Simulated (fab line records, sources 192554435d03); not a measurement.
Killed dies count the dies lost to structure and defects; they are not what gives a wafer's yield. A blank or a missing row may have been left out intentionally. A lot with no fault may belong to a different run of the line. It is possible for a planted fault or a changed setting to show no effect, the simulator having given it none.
fab line records -- flow n5_finfet
record lots=12, wafers=33, last_day=18
route steps=1938 shown WELL_APT@43 PMOS_HMC_CHANNEL_EPI@74 PASSIVATION@1936
lots with no fault: from the same line, run without faults
start_h: start of the lot's first displayed wafer, in hours after the record's first day -- wait_h: hours since the lot's step before -- " the same as in the row above -- L1.1+2: a row that stands for several wafers -- - no value present, or no start provided -- * or withheld: withheld -- < > ~ a bound
route shown NAME@n: names a module that has steps shown in the file, with the first one's number in the route -- usual: the fault-free wafers' mean and standard deviation -- same: alike in all rows -- chamber/n: place in a boat -- sites: readings site by site -- _std_site: the standard deviation of these -- _edge_site: the outer-site mean with the inner-site mean subtracted -- radius_mm: for every site, how far away it sits from the centre of the wafer -- mask NAME#n: copy n -- behind: the tool/chamber that last shaped the wafer -- hold: why the lot went on hold/how many hours it stayed there/how the hold came to an end -- device: transistor that didn't switch, given as n, p or np -- end of line: the route-end tests of the same wafers -- for a step that has no rows: nothing shown but its recipe -- killed: count of dies lost to structure and defects at first sort (not the wafer's yield) -- map: a wafer's dies, marking killed ones x, the rest . and places with no die _
set.NAME: the setting the step ran with; set.NAME@STEP: the setting that earlier step ran with -- model.NAME: the simulator's own value behind a step, which no gauge read
one table for each step of the route and one row for each wafer, over a sample of lots
services: a tool's chamber out of use, with start hour (start_h, from the record's first day; less than 0 if before it), hours out, and reason
## steps
# step N5_WELL_APT_CD_MEAS_25
# recipe target_cd_nm=200, landing_energy_ev=500, detector=se_inlens
# usual cd_nm=200.0/2
lot.wafer,tool,chamber,start_h,wait_h,cd_nm
L628.3,cd_sem-03,0,15.61,-,199.6
L628.4,cd_sem-03,0,15.61,-,196.9
L628.5,cd_sem-03,0,15.61,-,199.9
L630.1,cd_sem-01,0,26.94,-,201.6
L630.2,cd_sem-01,0,26.94,-,201.8
L630.4,cd_sem-01,0,26.94,-,203.6
L632.2,cd_sem-03,0,39.22,-,199.2
L632.3,cd_sem-03,0,39.22,-,195.8
L632.6,cd_sem-03,0,39.22,-,196.5
L633.2,cd_sem-03,0,45.74,-,198.9
L633.3,cd_sem-03,0,45.74,-,199.9
L633.4,cd_sem-03,0,45.74,-,197.9
L636.1,cd_sem-01,0,62.89,-,199.9
L636.6,cd_sem-01,0,62.89,-,202.1
L637.4,cd_sem-03,0,69.16,-,200.0
L637.5,cd_sem-03,0,69.16,-,203.3
L637.6,cd_sem-03,0,69.16,-,201.7
L638.2,cd_sem-01,0,74.72,-,201.1
L638.4,cd_sem-01,0,74.72,-,197.4
L638.6,cd_sem-01,0,74.72,-,200.8
L640.1,cd_sem-01,0,88.20,-,202.4
L640.4,cd_sem-01,0,88.20,-,198.3
L640.6,cd_sem-01,0,88.20,-,198.9
L641.1,cd_sem-03,0,93.30,-,197.1
L641.2,cd_sem-03,0,93.30,-,200.6
L641.3,cd_sem-03,0,93.30,-,200.9
L643.4,cd_sem-02,0,105.05,-,203.3
L643.5,cd_sem-02,0,105.05,-,199.3
L643.6,cd_sem-02,0,105.05,-,201.0
L647.1,cd_sem-03,0,129.63,-,201.5
L647.4,cd_sem-03,0,129.63,-,202.6
L650.3,cd_sem-01,0,148.21,-,201.8
L650.4,cd_sem-01,0,148.21,-,204.2
# step N5_WELL_APT_DESCUM_30
# recipe chemistry=O2, time_s=7.9, source_power_w=50, bias_power_w=20, pressure_mtorr=20, rf_frequency_hz=2.712e+07, temp_c=40, o2_flow_sccm=225
# usual drypump_motor_current_A=5.7/0.4, oes_product_au=0.81/0.1, rf_vpp_V=243.6/1.2, showerhead_plenum_p_Torr=2.12/0.059, throttle_valve_pct=20.43/0.21
# same time_s=7.9
lot.wafer,tool,chamber,start_h,wait_h,drypump_motor_current_A,oes_product_au,rf_hours_counter_h,rf_vpp_V,showerhead_plenum_p_Torr,throttle_valve_pct
L628.3,rie_diel-05,1,16.70,1.0,5.9,0.69,241,243.4,2.05,20.71
L628.4,rie_diel-05,3,16.70,1.0,6.3,0.73,178,245.3,2.16,20.39
L628.5,rie_diel-05,0,16.70,1.0,5.7,0.89,-,243.4,2.14,20.03
L630.1,rie_diel-05,1,27.25,0.3,5.9,0.68,246,243.2,2.05,20.70
L630.2,rie_diel-05,2,27.25,0.3,5.8,0.68,248,241.4,2.07,20.81
L630.4,rie_diel-05,3,27.25,0.3,6.3,0.73,183,244.5,2.15,20.41
L632.2,rie_diel-06,3,39.31,0.0,5.1,0.71,223,245.7,2.17,20.72
L632.3,rie_diel-06,1,39.31,0.0,6.1,0.74,163,242.4,1.99,20.33
L632.6,rie_diel-06,2,39.31,0.0,5.2,0.96,-,246.9,2.23,20.19
L633.2,rie_diel-01,1,45.83,0.0,6.1,0.93,27,243.5,2.14,20.39
L633.3,rie_diel-01,0,45.83,0.0,5.4,0.94,14,243.8,2.16,20.36
L633.4,rie_diel-01,3,45.83,0.0,5.6,0.73,169,244.5,2.18,20.61
L636.1,rie_diel-01,3,63.00,0.1,5.6,0.73,175,244.3,2.18,20.63
L636.6,rie_diel-01,3,63.00,0.1,5.6,0.72,-,245.6,2.18,20.63
L637.4,rie_diel-06,1,69.25,0.0,6.2,0.73,177,242.0,1.98,20.34
L637.5,rie_diel-06,2,69.25,0.0,5.2,0.91,-,245.3,2.23,20.20
L637.6,rie_diel-06,3,69.25,0.0,5.1,0.70,-,244.4,2.17,20.70
L638.2,rie_diel-05,3,75.07,0.3,6.3,0.70,204,245.0,2.15,20.42
L638.4,rie_diel-05,3,75.07,0.3,6.3,0.70,-,244.5,2.15,20.44
L638.6,rie_diel-05,0,75.07,0.3,5.7,0.85,-,245.3,2.13,20.07
L640.1,rie_diel-05,0,88.58,0.3,5.7,0.84,62,243.0,2.13,20.07
L640.4,rie_diel-05,2,88.58,0.3,5.8,0.95,13,241.6,2.06,20.56
L640.6,rie_diel-05,2,88.58,0.3,5.8,0.94,-,241.8,2.06,20.57
L641.1,rie_diel-05,2,93.39,0.0,5.8,0.94,14,243.0,2.06,20.56
L641.2,rie_diel-05,0,93.39,0.0,5.7,0.84,64,243.3,2.13,20.07
L641.3,rie_diel-05,3,93.39,0.0,6.2,0.70,211,244.0,2.14,20.47
L643.4,rie_diel-05,3,105.34,0.2,6.3,0.69,216,244.8,2.14,20.46
L643.5,rie_diel-05,0,105.34,0.2,5.7,0.83,-,245.3,2.13,20.09
L643.6,rie_diel-05,3,105.34,0.2,6.3,0.69,-,245.1,2.14,20.45
L647.1,rie_diel-01,1,130.53,0.8,6.1,0.87,60,242.2,2.13,20.45
L647.4,rie_diel-01,0,130.53,0.8,5.4,0.89,-,243.4,2.15,20.39
L650.3,rie_diel-05,2,148.56,0.3,5.8,0.90,38,243.3,2.05,20.61
L650.4,rie_diel-05,1,148.56,0.3,5.9,0.92,26,242.4,2.03,20.44
# step N5_WELL_APT_INSPECT_38
# recipe inspect_instrument=darkfield, mode=post_epi
# usual raw_defect_count=14/4.9
lot.wafer,tool,chamber,start_h,wait_h,raw_defect_count
L628.3,defect_inspect-02,-,18.60,0.4,13
L628.4,defect_inspect-02,-,18.60,0.4,9
L628.5,defect_inspect-02,-,18.60,0.4,8
L630.1,defect_inspect-01,-,28.99,0.5,16
L630.2,defect_inspect-01,-,28.99,0.5,11
L630.4,defect_inspect-01,-,28.99,0.5,14
L632.2,defect_inspect-01,-,41.26,0.4,15
L632.3,defect_inspect-01,-,41.26,0.4,17
L632.6,defect_inspect-01,-,41.26,0.4,20
L633.2,defect_inspect-02,-,47.74,0.6,13
L633.3,defect_inspect-02,-,47.74,0.6,9
L633.4,defect_inspect-02,-,47.74,0.6,11
L636.1,defect_inspect-02,-,64.64,0.5,10
L636.6,defect_inspect-02,-,64.64,0.5,10
L637.4,defect_inspect-02,-,70.91,0.2,16
L637.5,defect_inspect-02,-,70.91,0.2,9
L637.6,defect_inspect-02,-,70.91,0.2,10
L638.2,defect_inspect-01,-,76.89,0.4,10
L638.4,defect_inspect-01,-,76.89,0.4,20
L638.6,defect_inspect-01,-,76.89,0.4,14
L640.1,defect_inspect-02,-,90.46,0.7,26
L640.4,defect_inspect-02,-,90.46,0.7,14
L640.6,defect_inspect-02,-,90.46,0.7,17
L641.1,defect_inspect-01,-,95.35,0.5,10
L641.2,defect_inspect-01,-,95.35,0.5,13
L641.3,defect_inspect-01,-,95.35,0.5,4
L643.4,defect_inspect-02,-,107.03,0.2,13
L643.5,defect_inspect-02,-,107.03,0.2,10
L643.6,defect_inspect-02,-,107.03,0.2,12
L647.1,defect_inspect-01,-,132.19,0.5,8
L647.4,defect_inspect-01,-,132.19,0.5,7
L650.3,defect_inspect-01,-,150.28,0.3,12
L650.4,defect_inspect-01,-,150.28,0.3,18
# step N5_PMOS_HMC_CHANNEL_EPI_FIN_RECESS_16
# recipe chemistry=HBr/Cl2, target=Si, mask_material=SiO2, target_depth_a=540, time_s=18, pressure_mtorr=10, icp_w=800, bias_w=75, HBr_flow_sccm=150, Cl2_flow_sccm=80
# usual HBr_flow_sccm=150.0/0.43, drypump_motor_current_A=5.9/0.44, he_backside_leak_sccm=2.79/0.22, oes_product_au=0.995/0.02, throttle_valve_pct=35.5/0.32
# same time_s=18
lot.wafer,tool,chamber,start_h,wait_h,HBr_flow_sccm,drypump_motor_current_A,he_backside_leak_sccm,oes_product_au,rf_hours_counter_h,throttle_valve_pct
L628.3,rie_si-01,0,19.65,0.0,150.3,5.4,2.70,1.025,37,35.6
L628.4,rie_si-01,2,19.65,0.0,149.6,6.2,2.95,0.986,194,35.7
L628.5,rie_si-01,3,19.65,0.0,150.5,6.5,2.63,0.965,-,36.0
L630.1,rie_si-02,0,29.87,0.0,149.1,6.0,2.87,1.025,17,35.3
L630.2,rie_si-02,3,29.87,0.0,149.9,6.1,2.92,1.026,103,35.4
L630.4,rie_si-02,3,29.87,0.0,149.5,6.1,2.81,1.020,-,35.4
L632.2,rie_si-02,1,42.31,0.0,149.7,6.2,2.40,0.983,20,34.8
L632.3,rie_si-02,3,42.31,0.0,148.9,6.1,2.78,1.006,103,35.4
L632.6,rie_si-02,2,42.31,0.0,150.3,5.2,3.02,0.976,-,35.2
L633.2,rie_si-04,0,49.22,0.0,150.4,5.8,2.99,0.968,152,35.5
L633.3,rie_si-04,1,49.22,0.0,150.3,6.5,2.87,0.991,47,35.5
L633.4,rie_si-04,3,49.22,0.0,149.7,5.9,2.37,0.979,5,35.0
L636.1,rie_si-01,1,65.63,0.0,149.8,5.3,2.66,0.987,57,35.4
L636.6,rie_si-01,3,65.63,0.0,149.5,6.5,2.56,0.961,-,36.0
L637.4,rie_si-01,2,72.15,0.0,150.3,6.2,3.25,0.980,195,35.7
L637.5,rie_si-01,3,72.15,0.0,150.0,6.5,2.58,0.982,-,36.0
L637.6,rie_si-01,2,72.15,0.0,150.4,6.2,3.25,0.981,-,35.7
L638.2,rie_si-01,0,78.09,0.0,150.1,5.4,2.66,1.029,38,35.6
L638.4,rie_si-01,3,78.09,0.0,150.8,6.5,2.62,0.973,73,36.0
L638.6,rie_si-01,3,78.09,0.0,150.5,6.5,2.66,0.972,-,36.0
L640.1,rie_si-04,0,91.44,0.0,150.0,5.8,3.47,0.973,153,35.5
L640.4,rie_si-04,2,91.44,0.0,149.5,5.9,2.68,0.982,3,35.7
L640.6,rie_si-04,1,91.44,0.0,149.8,6.5,2.98,0.991,-,35.4
L641.1,rie_si-01,1,96.46,0.0,149.4,5.3,2.51,1.011,57,35.4
L641.2,rie_si-01,2,96.46,0.0,149.6,6.2,3.16,0.997,196,35.7
L641.3,rie_si-01,3,96.46,0.0,150.1,6.5,2.56,0.981,73,36.0
L643.4,rie_si-02,3,107.89,0.0,149.7,6.1,2.76,1.017,104,35.4
L643.5,rie_si-02,2,107.89,0.0,149.4,5.2,2.95,0.973,-,35.2
L643.6,rie_si-02,1,107.89,0.0,149.9,6.1,2.46,0.995,-,34.8
L647.1,rie_si-02,0,133.23,0.0,149.7,6.0,2.70,0.814,19,35.6
L647.4,rie_si-02,2,133.23,0.0,150.6,5.2,2.96,0.776,153,35.5
L650.3,rie_si-02,2,151.35,0.0,150.4,5.2,2.97,0.983,154,35.2
L650.4,rie_si-02,1,151.35,0.0,151.1,6.2,2.60,0.785,21,35.1
# step N5_PMOS_HMC_CHANNEL_EPI_THK_MEAS_22
# recipe reads=SiGe30_of_PMOS_HMC_CHANNEL_EPI_EPI_20
# usual HMC_CMP_THK=54.3/0.8
lot.wafer,tool,chamber,start_h,wait_h,HMC_CMP_THK[nm]
L628.3,film_metro-01,-,21.45,-,55.4
L628.4,film_metro-01,-,21.45,-,54.1
L628.5,film_metro-01,-,21.45,-,53.8
L630.1,film_metro-02,-,31.69,-,54.7
L630.2,film_metro-02,-,31.69,-,55.6
L630.4,film_metro-02,-,31.69,-,55.6
L632.2,film_metro-02,-,44.11,-,53.6
L632.3,film_metro-02,-,44.11,-,54.2
L632.6,film_metro-02,-,44.11,-,54.3
L633.2,film_metro-01,-,51.04,-,53.0
L633.3,film_metro-01,-,51.04,-,52.7
L633.4,film_metro-01,-,51.04,-,54.4
L636.1,film_metro-01,-,67.43,-,52.9
L636.6,film_metro-01,-,67.43,-,53.9
L637.4,film_metro-02,-,73.96,-,54.6
L637.5,film_metro-02,-,73.96,-,54.6
L637.6,film_metro-02,-,73.96,-,54.0
L638.2,film_metro-02,-,79.89,-,56.0
L638.4,film_metro-02,-,79.89,-,53.5
L638.6,film_metro-02,-,79.89,-,53.7
L640.1,film_metro-01,-,93.24,-,53.2
L640.4,film_metro-01,-,93.24,-,54.9
L640.6,film_metro-01,-,93.24,-,54.1
L641.1,film_metro-01,-,98.27,-,53.7
L641.2,film_metro-01,-,98.27,-,54.5
L641.3,film_metro-01,-,98.27,-,54.6
L643.4,film_metro-01,-,109.70,-,55.4
L643.5,film_metro-01,-,109.70,-,54.4
L643.6,film_metro-01,-,109.70,-,54.2
L647.1,film_metro-01,-,135.06,-,34.8
L647.4,film_metro-01,-,135.06,-,35.4
L650.3,film_metro-02,-,153.16,-,54.7
L650.4,film_metro-02,-,153.16,-,35.0
# step N5_PASSIVATION_PROBE_49
# usual killed_at_M0_to_M3=31/11, killed_at_M4_up=14/5.1, killed_at_contacts=12/5.6, killed_at_front_end=42/12, killed_at_other=3.8/2.9, killed_dies=103/18, killed_open=67/14, killed_short=33/8
# same gross_dies=1180, killed_at_back_side=0
lot.wafer,tool,chamber,start_h,wait_h,killed_at_M0_to_M3,killed_at_M4_up,killed_at_contacts,killed_at_front_end,killed_at_other,killed_dies,killed_open,killed_short
L641.2,prober-02,-,374.08,0.1,23,10,17,74,5,129,82,45
L641.3,prober-02,-,374.13,0.1,27,6,6,66,8,113,85,26
L647.1,prober-02,-,385.89,0.0,26,8,8,25,6,73,39,32
# killed by level:class
L641.2 FIN_SAQP:geometric_particle:open=29 FIN_SAQP:geometric_particle:short=13 STI_FIN_REVEAL:geometric_particle:open=10 MOL_CONTACT_COAG:geometric_particle:open=9 MOL_CONTACT_COAG:geometric_particle:short=8 DUMMY_GATE:geometric_particle:open=6 BEOL_M1:geometric_particle:open=6 STARTING-WAFER:geometric_particle:short=6
L641.3 STI_FIN_REVEAL:geometric_particle:open=29 FIN_SAQP:geometric_particle:open=16 BEOL_M1:geometric_particle:open=9 FIN_SAQP:geometric_particle:short=7 MOL_CONTACT_COAG:geometric_particle:open=6 BEOL_M0_SAQP:geometric_particle:open=6 BEOL_M0_SAQP:geometric_particle:short=4 BEOL_M2:geometric_particle:open=3
L647.1 MOL_CONTACT_COAG:geometric_particle:open=8 BEOL_M0_SAQP:geometric_particle:short=8 BEOL_M0_SAQP:geometric_particle:open=7 FIN_SAQP:geometric_particle:short=4 STI_FIN_REVEAL:geometric_particle:open=4 BEOL_M4:geometric_particle:open=4 ILD0:geometric_particle:short=3 BEOL_M1:geometric_particle:short=3
## services
tool,chamber,start_h,hours,kind
rie_diel-05,-,-0.70,0.2,repair
rie_si-01,-,0.86,2.8,pm
rie_diel-06,-,1.72,0.6,repair
rie_diel-01,-,11.46,14.6,pm
rie_si-02,1,27.49,3.1,repair
rie_diel-05,2,31.24,-,clean
rie_diel-05,2,31.24,-,consumable_replace:focus_ring
rie_diel-05,2,31.24,27.0,scheduled_down
rie_diel-05,2,31.24,27.0,vent_cycle
rie_diel-06,0,33.54,14.8,repair
rie_diel-06,3,44.54,8.9,repair
rie_si-04,-,46.61,1.2,repair
rie_diel-05,1,58.41,-,clean
rie_diel-05,1,58.41,-,consumable_replace:focus_ring
rie_diel-05,1,58.41,20.7,scheduled_down
rie_diel-05,1,58.41,20.7,vent_cycle
rie_diel-05,1,89.71,3.3,repair
rie_diel-06,3,100.54,10.5,repair
rie_si-01,1,123.29,8.5,repair
rie_diel-06,-,125.58,28.1,pm
rie_diel-01,2,128.72,2.3,repair
rie_si-01,2,131.82,-,clean
rie_si-01,2,131.82,13.2,scheduled_down
rie_si-01,2,131.82,13.2,vent_cycle
## key
first_sign step=N5_PMOS_HMC_CHANNEL_EPI_FIN_RECESS_16, reading=oes_product_au, direction=down, sigmas=10, usual=0.995, struck=0.791
effect step=N5_PMOS_HMC_CHANNEL_EPI_THK_MEAS_22, reading=HMC_CMP_THK, direction=down, sigmas=24, usual=54.3, struck=35.0
met_at N5_PMOS_HMC_CHANNEL_EPI_FIN_RECESS_16
struck_lots L647,L650
struck_wafers L647.1,L647.4,L650.4
tester_left_out L647,L650
not_acting_at N5_WELL_APT_CD_MEAS_25,N5_WELL_APT_DESCUM_30,N5_WELL_APT_INSPECT_38
onset_between 107.89 133.23
fault kind=process_parameter_drift, tool=rie_si-02, chamber=-, onset_h=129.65, steps=N5_PMOS_HMC_CHANNEL_EPI_FIN_RECESS_16, channel=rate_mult, offset=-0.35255, shape=step, end_h=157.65, scope=struck_wafers_only
# tester_left_out: of these lots the tester's yield and bins aren't shown, on N5 and GAA mostly nor the transistor test; their killed dies are dies lost to structure and defects alone, not to doping, threshold or leakage, so they don't give the yield
